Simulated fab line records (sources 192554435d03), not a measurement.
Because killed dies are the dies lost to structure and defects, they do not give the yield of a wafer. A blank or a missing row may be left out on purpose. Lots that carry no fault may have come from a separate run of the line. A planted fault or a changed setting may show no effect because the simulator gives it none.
fab line records    flow n5Finfet
record: lots: 4  wafers: 12  lastDay: 16
route steps=1938 shown MOL_CONTACT_COAG@529 BEOL_M4@1111
lots that met no fault: from a run of the same line without faults
startH: start of the lot's first displayed wafer, in hours after the record's first day    waitH: hours since the lot's step before    " as in the row above    L1.1+2: a row that stands for several wafers    - no value, or no start was given    * or withheld: withheld    < > ~ a bound
route shown NAME@n: a module of which the file shows steps, and the number in the route of the first    usual: mean/standard deviation of fault-free wafers    same: alike in all rows    chamber/n: place in a boat    sites: readings site by site    _std_site: how widely they spread, as a standard deviation    _edge_site: outer sites' mean less inner sites'    radiusMm: how far each site lies from the wafer's centre    mask NAME#n: copy n    behind: the last tool/chamber to shape the wafer    hold: why the lot went on hold/how many hours it stayed there/how the hold came to an end    device: transistor that didn't switch, given as n, p or np    end of line: tests run on the same wafers once the route is complete    a step with no rows: only its recipe    killed: dies lost to structure and defects at the first sort, not the wafer's yield    map: the dies of a wafer, with x for killed, . for not killed, _ for no die there
set.NAME: setting as actually run; set.NAME@STEP: the setting as run at that earlier step    model.NAME: the simulator's own value behind a step, which no gauge read
certain route steps with their lots: each step a table, each wafer a row
services: the hour from which a tool's chamber was out of use, counted from the record's first day as startH (under 0 if before that day), plus the number of hours and why
== steps ==
step: N5_MOL_CONTACT_COAG_DESCUM_13
recipe: chemistry: O2  timeS: 7  sourcePowerW: 50  biasPowerW: 20  pressureMtorr: 20  rfFrequencyHz: 2.712e+07  tempC: 40  resist: CAR-EUV  o2FlowSccm: 225
step: N5_MOL_CONTACT_COAG_ETCH_59
recipe: chemistry: N2/H2  target: underlayer  targetDepthA: 130  maskMaterial: CAR-EUV  timeS: 10.4  ionEnergyEv: 200  pressureMtorr: 30  sourceW: 840  biasW: 150  n2FlowSccm: 200  h2FlowSccm: 200  ends: cleared
step: N5_MOL_CONTACT_COAG_ETCH_105
recipe: chemistry: CF4  target: SiARC  targetDepthA: 156  maskMaterial: CAR-EUV  timeS: 26  ionEnergyEv: 80  pressureMtorr: 40  sourceW: 545  biasW: 36  Ar_flow_sccm: 100  cf4FlowSccm: 100  ends: cleared
step: N5_MOL_CONTACT_COAG_ETCH_106
recipe: chemistry: N2/H2  target: SOC  targetDepthA: 800  overetchA: 160  maskMaterial: SiARC  tempC: 40  timeS: 120  ionEnergyEv: 200  pressureMtorr: 30  sourceW: 840  biasW: 150  n2FlowSccm: 200  h2FlowSccm: 200
step: N5_MOL_CONTACT_COAG_STRIP_107
recipe: chemistry: N2/H2  tempC: 40  n2FlowSccm: 200  h2FlowSccm: 200  rfFrequencyHz: 6e+07
step: N5_MOL_CONTACT_COAG_STRIP_108
recipe: chemistry: N2/H2  tempC: 40  n2FlowSccm: 200  h2FlowSccm: 200  rfFrequencyHz: 6e+07
step: N5_MOL_CONTACT_COAG_CONTACT_ETCH_14
recipe: chemistry: C4F6/O2  target: SiO2  targetDepthA: 275  overetchA: 85  maskMaterial: SOC  pressureMtorr: 30  sourceW: 370  biasW: 185  Ar_flow_sccm: 300  C4F6_flow_sccm: 16  O2_flow_sccm: 10  timeS: 20  ionEnergyEv: 259.6
step: N5_MOL_CONTACT_COAG_STRIP_109
recipe: chemistry: C4F6/O2  resist: SiARC  rfFrequencyHz: 6e+07
step: N5_MOL_CONTACT_COAG_ETCH_15
recipe: chemistry: CH3F/O2  target: SiNx  targetDepthA: 70  maskMaterial: SOC  stopOn: Si:P  overEtchFrac: 0.75  ionEnergyEv: 120  pressureMtorr: 30  sourceW: 395  biasW: 73  Ar_flow_sccm: 150  CH3F_flow_sccm: 30  O2_flow_sccm: 20
step: N5_MOL_CONTACT_COAG_ETCH_110
recipe: chemistry: CF4/O2  target: Si  targetDepthA: 25  timeS: 8  pressureMtorr: 100  sourceW: 200  biasW: 12  ionEnergyEv: 60  Ar_flow_sccm: 100  cf4FlowSccm: 100  O2_flow_sccm: 10
usual: chamberPressureMTorr: 100.01/0.083  drypumpMotorCurrentA: 5.4/0.43  mfcArSccm: 100.01/0.3  oesProductAu: 0.82/0.1  rfVppV: 127.8/1.9  showerheadPlenumPTorr: 2.24/0.053  throttleValvePct: 10.83/0.25
lot.wafer  tool        chamber  startH  waitH  chamberPressureMTorr  drypumpMotorCurrentA  mfcArSccm  oesProductAu  rfHoursCounterH  rfVppV  showerheadPlenumPTorr  throttleValvePct  model.SiGe-B_of_SD_EPI_P_EPI_21.thkNm  model.etch.depthNm  model.SOC_of_MOL_CONTACT_COAG_COAT_103.thkNm
L520.1     rieDiel-04  0        118.75  0.0    100.17                5.5                   100.63     0.95          12               130.3   2.27                   10.63             58                                     2.554               73.8
L520.2     "           3        "       "      99.92                 5.4                   99.96      0.84          66               125.8   2.25                   10.69             57.4                                   2.52                73.8
L520.3     "           1        "       "      99.89                 4.8                   100.19     0.70          214              128.0   2.21                   11.07             57.8                                   2.438               73.6
L521.2     rieDiel-02  2        125.31  0.0    100.03                5.0                   100.69     0.74          160              126.2   2.13                   11.02             57.4                                   2.527               74
L521.5     "           2        "       "      100.00                5.0                   100.24     0.74          -                124.7   2.13                   11.03             57.8                                   2.511               73.8
L521.6     "           0        "       "      99.94                 5.6                   100.25     0.76          -                126.5   2.22                   11.03             56.8                                   2.482               74.2
L530.2     rieDiel-04  3        181.45  0.0    100.09                5.4                   100.27     0.82          90               125.3   2.25                   10.75             58.8                                   2.556               73.4
L530.3     "           2        "       "      100.09                5.7                   100.02     0.71          19               125.9   2.27                   10.70             60                                     1.591               74.2
L530.5     "           3        "       "      100.16                5.4                   100.22     0.62          -                126.3   2.25                   10.73             59.4                                   1.592               74.2
L534.2     rieDiel-04  3        201.80  0.0    99.95                 5.4                   100.46     0.81          97               127.4   2.24                   10.76             58                                     2.561               73.6
L534.3     "           1        "       "      100.02                4.8                   100.24     0.52          239              127.5   2.20                   11.15             58.6                                   1.532               74.2
L534.5     "           2        "       "      99.86                 5.6                   99.44      0.70          -                125.2   2.26                   10.73             58.6                                   1.596               74
step: N5_MOL_CONTACT_COAG_STRIP_98
recipe: chemistry: N2/H2  powerW: 500  tempC: 40  pressureMtorr: 50  rfFrequencyHz: 6e+07  overashFraction: 0.3  biasPowerW: 8  h2Frac: 0.5  n2FlowSccm: 300  h2FlowSccm: 300
step: N5_MOL_CONTACT_COAG_IMPLANT_129
recipe: species: Ge  energyKev: 3  doseCm2: 6e+14  tiltDeg: 0  rotationDeg: 0
step: N5_MOL_CONTACT_COAG_PRECLEAN_111
recipe: chemistry: NF3:NH3  afsCycles: 1  tempC: 30  timeS: 20  sublimationTempC: 180  sublimationTimeS: 60  pressureTorr: 3  rfPowerW: 30
step: N5_MOL_CONTACT_COAG_TI_SIL_19
recipe: material: Ti  targetThkA: 42  tempC: 200  chamberPressurePa: 5  powerW: 5000  timeS: 15
step: N5_MOL_CONTACT_COAG_ALD_20
recipe: material: TiN  targetThkA: 15  tempC: 400  aldPrecursorFamily: TiCl4  aldCoReactant: NH3  pulseTimeS: 1  purgeTimeS: 3  coReactantPurgeTimeS: 2  coReactantPulseTimeS: 2  aldCycles: 68  pressureTorr: 3
step: N5_MOL_CONTACT_COAG_SIL_ANNEAL_21
recipe: tempC: 550  timeS: 60  ambient: N2
step: N5_MOL_CONTACT_COAG_PRE_CLEAN_141
recipe: gas: H2/He  timeS: 60  tempC: 300
step: N5_MOL_CONTACT_COAG_SPUTTER_143
recipe: material: Co  targetThkA: 25  tempC: 25  chamberPressurePa: 0.2
step: N5_MOL_CONTACT_COAG_CO_FILL_22
recipe: material: Co  targetThkA: 200  tempC: 200  precursor: CCTBA/H2  pressureTorr: 30
step: N5_MOL_CONTACT_COAG_ANNEAL_113
recipe: tempC: 400  timeS: 300  ambient: H2/N2
step: N5_MOL_CONTACT_COAG_PRE_CLEAN_142
recipe: gas: H2/He  timeS: 60  tempC: 300
step: N5_MOL_CONTACT_COAG_SPUTTER_130
recipe: material: Co  targetThkA: 475  tempC: 25  chamberPressurePa: 0.5  powerW: 3000
step: N5_MOL_CONTACT_COAG_PRECLEAN_125
recipe: chemistry: DIW  timeS: 57.5  tempC: 23
step: N5_MOL_CONTACT_COAG_SRD_126
recipe: dryTimeS: 32  dry: n2Spin  spinRpm: 1500
step: N5_MOL_CONTACT_COAG_CMP_23
recipe: stopOn: SiO2  tOverpolishS: 1.5  postCmpClean: cuAlkaline  downForcePsi: 2  platenRpm: 50.289  padVelocityMS: 1.0006  targetThkNm: 0
step: N5_MOL_CONTACT_COAG_WET_ETCH_26
recipe: target: Co  targetDepthNm: 13
step: N5_MOL_CONTACT_COAG_WET_ETCH_116
recipe: chemistry: SC1-inhibited  targetDepthNm: 4.6  dry: ipaMarangoni  rinseTimeS: 30  rinseTempC: 23
step: N5_MOL_CONTACT_COAG_ALD_27
recipe: material: SiOC  targetThkA: 170  tempC: 400  aldPrecursorFamily: carbosiloxane  aldCoReactant: H2-plasma  pulseTimeS: 1.5  timeS: 2720  purgeTimeS: 2  coReactantPurgeTimeS: 2  aldCycles: 340  pressureTorr: 2
step: N5_MOL_CONTACT_COAG_CMP_28
recipe: stopOn: SiNx  tOverpolishS: 0.85  postCmpClean: alkalineBrush  downForcePsi: 4.15  platenRpm: 51.8  padVelocityMS: 1.0307  targetThkNm: 14.522
step: N5_MOL_CONTACT_COAG_ALD_123
recipe: material: SiNx  targetThkA: 50  tempC: 400  aldPrecursorFamily: SiH2I2  aldCoReactant: N2/H2-plasma  pulseTimeS: 1  purgeTimeS: 2  coReactantPurgeTimeS: 2  aldCycles: 100  pressureTorr: 2
step: N5_MOL_CONTACT_COAG_PECVD_31
recipe: material: SiO2  targetThkA: 460  tempC: 400  precursor: TEOS/O2  pressureTorr: 6.5  rfW: withheld  teosFlowSccm: withheld  gas: O2  flowSccm: 2650  timeS: 8.9
step: N5_MOL_CONTACT_COAG_COAT_75
recipe: resist: SOC  tempC: 250  timeS: 60  spinRpm: 1500  resistThkNm: 60
step: N5_MOL_CONTACT_COAG_COAT_76
recipe: resist: SiARC  tempC: 220  timeS: 60  spinRpm: 1500  resistThkNm: 10
step: N5_MOL_CONTACT_COAG_COAT_77
recipe: resist: underlayer  tempC: 205  timeS: 60  spinRpm: 1500  resistThkNm: 10
step: N5_MOL_CONTACT_COAG_COAT_78
recipe: resist: CAR-EUV  spinRpm: 1500  resistThkNm: 40
step: N5_BEOL_M4_RC_MEAS_101
usual: DIBL_N: 36.4/1.5  DIBL_P: 36.4/1.6  IOFF_N: 0.164/0.025  IOFF_P: 0.214/0.028  ION_N: 675/9.9  ION_P: 463/6.5  RC_DENSE_N: 19.0/0.31  RC_DENSE_P: 23.7/0.42  RC_N: 15.48/0.26  SS_N: 71.5/0.5  SS_P: 73.3/0.56  VT_N: 249.2/2.7  VT_P: -250.1/2.8
lot.wafer  tool       chamber  startH  waitH  DIBL_N[mV/V]  DIBL_P[mV/V]  IOFF_N[nA/um]  IOFF_P[nA/um]  ION_N[uA/um]  ION_P[uA/um]  RC_DENSE_N[ohm.um]  RC_DENSE_P[ohm.um]  RC_N[ohm.um]  SS_N[mV/dec]  SS_P[mV/dec]  VT_N[mV]  VT_P[mV]
L520.1     prober-01  0        195.37  0.0    39.4          37.2          0.204          0.238          702           475           18.9                23.5                15.24         72.0          73.7          246.6     -247.6
L520.2     "          0        "       "      37.3          35.1          0.166          0.205          679           461           18.9                24.1                15.57         71.6          73.0          250.2     -251.2
L520.3     "          0        "       "      38.9          35.5          0.195          0.217          683           458           18.4                23.1                15.19         72.0          73.9          246.6     -249.3
L521.2     prober-01  0        205.09  0.2    36.7          37.9          0.170          0.231          676           466           18.8                23.6                15.45         72.4          73.5          250.0     -249.0
L521.5     "          0        "       "      37.9          40.2          0.198          0.263          683           468           19.2                23.5                15.72         71.8          74.4          247.6     -246.9
L521.6     "          0        "       "      37.3          39.3          0.174          0.245          674           458           19.2                23.8                15.60         72.2          74.0          248.1     -249.2
L530.2     prober-02  0        265.09  0.2    36.7          35.9          0.172          0.212          678           460           19.0                23.4                15.59         71.6          73.2          250.0     -252.2
L530.3     "          0        "       "      35.6          34.0          0.149          0.187          678           467           20.1                25.0                16.22         71.0          72.5          251.9     -249.4
L530.5     "          0        "       "      35.6          34.0          0.141          0.184          668           457           20.1                25.1                16.38         71.2          72.2          252.1     -252.2
L534.2     prober-02  0        274.23  0.2    35.8          36.4          0.156          0.207          673           456           19.0                23.5                15.46         72.1          73.3          252.6     -249.4
L534.3     "          0        "       "      33.8          34.3          0.123          0.181          663           460           19.9                24.6                16.21         70.4          72.7          252.2     -252.2
L534.5     "          0        "       "      34.7          36.1          0.145          0.206          679           465           20.0                24.6                16.28         71.0          73.3          249.8     -247.6
== services ==
tool        chamber  startH  hours  kind
rieDiel-04  2        110.93  -      clean
rieDiel-04  2        110.93  -      consumableReplace:focusRing
rieDiel-04  2        110.93  15.2   scheduledDown
rieDiel-04  2        110.93  15.2   ventCycle
rieDiel-02  1        119.95  -      clean
rieDiel-02  1        119.95  -      consumableReplace:focusRing
rieDiel-02  1        119.95  15.3   scheduledDown
rieDiel-02  1        119.95  15.3   ventCycle
rieDiel-04  1        120.61  9.8    repair
rieDiel-02  0        180.49  4.4    repair
== key ==
firstSign: step: N5_MOL_CONTACT_COAG_ETCH_110  reading: oesProductAu  direction: down  sigmas: 1.8  usual: 0.82  struck: 0.64  wafersMoved: 2
effect: step: N5_BEOL_M4_RC_MEAS_101  reading: RC_DENSE_N  direction: up  sigmas: 3.3  usual: 19.0  struck: 20.0
effect: step: N5_BEOL_M4_RC_MEAS_101  reading: RC_N  direction: up  sigmas: 3.1  usual: 15.48  struck: 16.28
effect: step: N5_BEOL_M4_RC_MEAS_101  reading: RC_DENSE_P  direction: up  sigmas: 2.7  usual: 23.7  struck: 24.8
modelEffect: step: N5_MOL_CONTACT_COAG_ETCH_110  value: SiGe-B_of_SD_EPI_P_EPI_21.thkNm  without: 58.2  struck: 59.15
metAt N5_MOL_CONTACT_COAG_ETCH_110
struckWafers L530.3,L530.5,L534.3,L534.5
onsetBetween 118.75 181.45
fault: kind: processParameterDrift  tool: rieDiel-04  chamber: -  onsetH: 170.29  steps: N5_MOL_CONTACT_COAG_ETCH_110  channel: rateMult  offset: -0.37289  shape: step  endH: 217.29  scope: struckWafersOnly
